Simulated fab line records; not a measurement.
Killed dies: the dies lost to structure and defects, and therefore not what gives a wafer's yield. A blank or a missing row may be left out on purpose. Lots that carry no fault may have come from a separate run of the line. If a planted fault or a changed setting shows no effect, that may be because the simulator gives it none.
Matching of chambers ; flow nand_harc ; NHARC_A_CONTACT_DEP_29 on pecvd-01 has 3 sister chambers
The step deposits SiON, target thk 100 nm. 6 wafers are shown with their chamber, then 12 later ones without.

WAFERS, EACH WITH ITS CHAMBER
wafer;chamber;heater_power_w (W)
L082.5;0;636
L086.1;2;717
L086.5;0;552
L089.1;2;680
L089.2;1;640
L089.6;1;630

WAFERS WITH NO CHAMBER GIVEN
wafer;heater_power_w (W)
L089.3;641
L089.4;657
L089.5;674
L096.1;761
L096.2;600
L096.3;662
L096.4;681
L096.5;607
L096.6;789
L095.1;600
L095.3;662
L095.4;614

WHICH CHAMBER EACH WENT THROUGH
wafer;from the rows above;in truth
L089.3;can't be placed: 1 or 0 or 2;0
L089.4;can't be placed: 1 or 2 or 0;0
L089.5;can't be placed: 2 or 1 or 0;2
L096.1;can't be placed: 2 or 1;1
L096.2;can't be placed: 0 or 1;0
L096.3;can't be placed: 1 or 2 or 0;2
L096.4;can't be placed: 2 or 1 or 0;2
L096.5;can't be placed: 0 or 1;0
L096.6;can't be placed: 2 or 1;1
L095.1;can't be placed: 0 or 1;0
L095.3;can't be placed: 1 or 2 or 0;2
L095.4;can't be placed: 0 or 1 or 2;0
Placed correctly: 0 of 12. Cannot be placed on the basis of these rows: 12; the candidates contain the true chamber in 12. Number placed wrongly: 0.
How it was worked out, from the rows above alone: a wafer's distance from a chamber is the root of the sum, over the readings, of the square of ((its reading less the chamber's mean) divided by the reading's scatter). The wafer belongs to the nearest chamber; if the next one is less than 2 further off, it can't be placed. For every chamber, the mean is computed from those of its wafers that are shown. The scatter: the root of (the sum of the squares of (reading less its chamber's mean) over the shown wafers, divided by (wafers less chambers)).
